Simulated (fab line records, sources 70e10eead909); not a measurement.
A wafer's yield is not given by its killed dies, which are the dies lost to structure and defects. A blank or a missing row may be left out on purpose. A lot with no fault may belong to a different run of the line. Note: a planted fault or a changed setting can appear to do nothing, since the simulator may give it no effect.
Struck lot and sound lot, side by side | flow nand_harc | 16 out of 1302 route steps
Sound: the wafers L963.4, L963.5, L963.6. Wafers struck: L966.1, L966.3, L966.6. The cause comes at the end.
Each step with rows lists, per side, the tool, then ch with its chambers, then its first start. Under that, the readings that differ: sound wafers | struck wafers | difference of the means | sigmas: that difference in standard deviations of wafers without a fault.
alike: readings whose means differ by less than 2 such deviations, and words and numbers that are the same on both sides. not compared: withheld readings, readings that some wafer has no value for, bounds like >300 that may hide the same value, and numbers for which the record gives no deviation and whose values overlap.
Wherever a step has rows on one side only, a row that says differs or no value, or a row with sigmas, the two part there. Numbers that have no deviation but don't overlap get no sigmas and don't part them. A reading missing from all wafers of one side parts the sides only when that side holds two or more wafers.

NHARC_A_WL_FILL_INSPECT_15:
  sound on defect_inspect-01 at day 23 19:26; struck on defect_inspect-01 at day 24 05:47
  alike: raw_defect_count
NHARC_A_CONTACT_DEP_24: deposits SiO2, target thk 500 nm.
  sound on pecvd-02 ch 0,1,2, day 23 19:41; struck on pecvd-01 ch 1,2, day 24 05:51
  alike: chamber_pressure_Torr, heater_power_w, throttle_valve_pct
NHARC_A_CONTACT_DEP_28: deposits aC, target thk 7000 nm.
  sound on acl_dep-03 ch 0, day 23 22:14; struck on acl_dep-02 ch 0, day 24 06:50
  alike: throttle_valve_pct
NHARC_A_CONTACT_DEP_29: deposits SiON, target thk 100 nm.
  sound on pecvd-02 ch 0,1,2, day 24 00:28; struck on pecvd-01 ch 0,2, day 24 11:05
  alike: chamber_pressure_Torr, heater_power_w
then, 7 steps without rows for these wafers: NHARC_A_CONTACT_DEHYDRATE_32 (time 120 s); NHARC_A_CONTACT_HMDS_33 (time 30 s); NHARC_A_CONTACT_COAT_34 (time 75 s); NHARC_A_CONTACT_COAT_35 (time 65 s); NHARC_A_CONTACT_COAT_36 (resist thk 90 nm); NHARC_A_CONTACT_SOFTBAKE_37 (time 55 s); NHARC_A_CONTACT_EBR_38.
NHARC_A_CONTACT_EXPOSE_39: exposes mask A CC 3.
  sound on arfi_scanner-03 ch 0, day 24 00:58; struck on arfi_scanner-03 ch 0, day 24 11:33
  reading              | sound             | struck            | difference | sigmas
  exposure_dose_mJ_cm2 | 58.66 58.79 58.74 | 87.46 87.53 87.47 | +28.76     | +99 or more
  alike: mask
then, 2 steps without rows for these wafers: NHARC_A_CONTACT_PEB_40 (peb time 65 s); NHARC_A_CONTACT_DEVELOP_41 (develop time 35 s).
NHARC_A_CONTACT_CD_MEAS_42: target cd 300 nm.
  sound on cd_sem-01 ch 0, day 24 01:06; struck on cd_sem-03 ch 0, day 24 11:41
  reading    | sound             | struck            | difference | sigmas
  cd_nm (nm) | 300.4 300.5 299.7 | 323.0 322.9 323.3 | +22.9      | +57
NHARC_A_CONTACT_OVL_MEAS_43:
  sound on overlay-01 at day 24 01:11; struck on overlay-01 at day 24 11:47
  alike: overlay_x_nm, overlay_y_nm

## WHERE THEY PART
At NHARC_A_CONTACT_EXPOSE_39 first; at NHARC_A_CONTACT_CD_MEAS_42 last (within this record only). Later steps at which nothing parts them and some readings are alike: NHARC_A_CONTACT_OVL_MEAS_43.

WHY: what had been put in by the simulator
Process parameters drifting: arfi_scanner-03 at NHARC_A_CONTACT_EXPOSE_39, beginning at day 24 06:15. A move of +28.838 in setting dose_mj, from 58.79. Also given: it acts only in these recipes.
